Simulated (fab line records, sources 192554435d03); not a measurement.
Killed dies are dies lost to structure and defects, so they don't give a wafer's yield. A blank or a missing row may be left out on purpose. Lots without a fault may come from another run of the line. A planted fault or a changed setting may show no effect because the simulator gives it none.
Which tool did it? | flow n5_finfet | 10 lots, 30 wafers sampled, at 4 steps of a route of 1938

WHAT THE GAUGES READ, wafer by wafer
N5_BEOL_M8_INSPECT_58: inspects for defects (darkfield). Usual: raw_defect_count 76, standard deviation 23.
lot  | measured     | on                | raw_defect_count | flag
L698 | day 10 17:46 | defect_inspect-02 | 42 88 82         |
L702 | day 11 18:23 | defect_inspect-01 | 58 91 63         |
L703 | day 11 22:25 | defect_inspect-01 | 68 35 46         |
L704 | day 12 00:53 | defect_inspect-02 | 55 71 45         |
L708 | day 13 05:59 | defect_inspect-02 | 84 79 129        |
L709 | day 13 07:22 | defect_inspect-02 | 77 82 115        |
L710 | day 13 12:55 | defect_inspect-01 | 114 55 64        |
L713 | day 14 23:34 | defect_inspect-02 | 43 57 60         |
L717 | day 14 23:49 | defect_inspect-01 | 80 76 69         |
L716 | day 15 13:46 | defect_inspect-02 | 36 86 94         |

N5_BEOL_M9_CD_MEAS_11: target cd 64.1 nm. Usual: cd_nm 64.3 nm, standard deviation 0.45.
lot  | measured     | on        | cd_nm (nm)     | flag
L698 | day 10 19:54 | cd_sem-01 | 64.8 65.0 64.2 |
L702 | day 11 20:30 | cd_sem-03 | 64.6 64.3 64.6 |
L703 | day 12 02:20 | cd_sem-01 | 64.2 63.9 63.9 |
L704 | day 12 04:13 | cd_sem-03 | 65.0 64.8 65.0 |
L708 | day 13 07:26 | cd_sem-01 | 64.6 64.5 65.0 |
L709 | day 13 10:41 | cd_sem-01 | 64.7 64.4 64.5 |
L710 | day 13 14:32 | cd_sem-02 | 64.9 64.1 64.7 |
L713 | day 15 01:16 | cd_sem-01 | 64.2 64.8 64.7 |
L717 | day 15 01:25 | cd_sem-03 | 65.2 64.3 64.1 |
L716 | day 15 16:38 | cd_sem-01 | 64.7 63.8 63.7 |

WHICH TOOL RAN EACH LOT (tool, then ch and the chambers of the sampled wafers, then the start)
lot  | N5_BEOL_M8_CMP_52             | N5_BEOL_M9_COAT_60
L698 | cmp-04 ch 2,3, day 10 17:19   | litho_track-05 ch 0, day 10 19:40
L702 | cmp-01 ch 0,1, day 11 17:56   | litho_track-01 ch 0, day 11 20:16
L703 | cmp-01 ch 1,2,3, day 11 21:57 | litho_track-05 ch 0, day 12 01:36
L704 | cmp-04 ch 2,3, day 12 00:29   | litho_track-05 ch 0, day 12 03:50
L708 | cmp-02 ch 0,1,3, day 13 05:37 | litho_track-05 ch 0, day 13 07:05
L709 | cmp-01 ch 0,1,3, day 13 07:00 | litho_track-05 ch 0, day 13 10:19
L710 | cmp-01 ch 2,3, day 13 12:25   | litho_track-03 ch 0, day 13 14:10
L713 | cmp-02 ch 0,1,2, day 14 23:11 | litho_track-03 ch 0, day 15 00:50
L717 | cmp-04 ch 1,2, day 14 23:24   | litho_track-03 ch 0, day 15 01:03
L716 | cmp-02 ch 0,1,3, day 15 13:23 | litho_track-01 ch 0, day 15 16:16
- N5_BEOL_M8_CMP_52: polishes, stops on SiCOH lowk, t overpolish 6.9 s, target thk 80 nm.
- N5_BEOL_M9_COAT_60: time 60 s, resist thk 30 nm.

WHAT THE TOOLS THEMSELVES READ (means of the sampled wafers that have a number; where no wafer has one, the mark that the record gives instead)
N5_BEOL_M8_CMP_52. Usual: barrier_field_endpoint_s 28.8 s, standard deviation 0.59; motor_current_A 6.0 A, standard deviation 0.6; overpolish_run_s 6.900 s, standard deviation 0.0093; platen_rpm 49.99 rpm, standard deviation 0.032; time_to_endpoint_s 61.8 s, standard deviation 2.6.
lot  | tool   | barrier_field_endpoint_s (s) | motor_current_A (A) | overpolish_run_s (s) | platen_rpm (rpm) | time_to_endpoint_s (s) | flag
L698 | cmp-04 | 28.6                         | 5.6                 | 6.896                | 50.01            | 60.1                   |
L702 | cmp-01 | 29.4                         | 5.7                 | 6.897                | 49.97            | 60.1                   |
L703 | cmp-01 | 29.0                         | 5.8                 | 6.897                | 50.03            | 63.4                   |
L704 | cmp-04 | 28.9                         | 5.8                 | 6.889                | 50.00            | 57.0                   |
L708 | cmp-02 | 28.2                         | 5.8                 | 6.899                | 50.02            | 59.8                   |
L709 | cmp-01 | 28.6                         | 5.7                 | 6.900                | 50.01            | 62.9                   |
L710 | cmp-01 | 27.9                         | 5.7                 | 6.911                | 49.98            | 61.1                   |
L713 | cmp-02 | 29.3                         | 5.8                 | 6.899                | 49.96            | 63.7                   |
L717 | cmp-04 | 28.5                         | 6.3                 | 6.892                | 49.97            | 57.2                   |
L716 | cmp-02 | 29.1                         | 5.9                 | 6.906                | 49.94            | 63.8                   |

N5_BEOL_M9_COAT_60. Usual: spin_speed_rpm 1500.0 rpm, standard deviation 1.1.
lot  | tool           | spin_speed_rpm (rpm) | flag
L698 | litho_track-05 | 1499.9               |
L702 | litho_track-01 | 1499.4               |
L703 | litho_track-05 | 1499.8               |
L704 | litho_track-05 | 1499.3               |
L708 | litho_track-05 | 1692.9               | OFF
L709 | litho_track-05 | 1693.5               | OFF
L710 | litho_track-03 | 1499.3               |
L713 | litho_track-03 | 1500.9               |
L717 | litho_track-03 | 1499.8               |
L716 | litho_track-01 | 1500.2               |

THE ANSWER, worked out from the rows above alone
Rule: a lot is off if the mean of its wafers that have a number lies more than 3 standard deviations from the usual mean. A lot without any number at a reading at which 4 lots or more have one is off too. The other lots that the step has rows for count as sound. The gauges are gone through in route order, then the tools' own readings, and for those a lot's mean is taken as printed above. The first step at which some lot is off is used, and at that step the reading that is off furthest; a lot without a number counts as furthest.
Off: L708, L709, at N5_BEOL_M9_COAT_60 (spin_speed_rpm).
A tool fits if, at that step or a process step before it, it ran every lot that is off, and no sound lot after the first of them. One fits: litho_track-05 at N5_BEOL_M9_COAT_60. Its last sound lot is L704 (day 12 03:50), its first lot that is off L708 (day 13 07:05): a fault that began between those two fits.
The tool's own readings at N5_BEOL_M9_COAT_60 bear it out: on the lots that are off they differ by more than 5 times the standard deviation of the sound lots' means. spin_speed_rpm reads 1693.2 rpm there against 1499.8 rpm on the sound lots.

WHAT THE SIMULATOR HAD PUT IN
Process parameter drift: litho_track-05, from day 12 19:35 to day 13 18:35, at N5_BEOL_M9_COAT_60. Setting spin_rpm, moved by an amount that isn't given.
Lots struck among those shown: L708, L709. The rule above found the same.
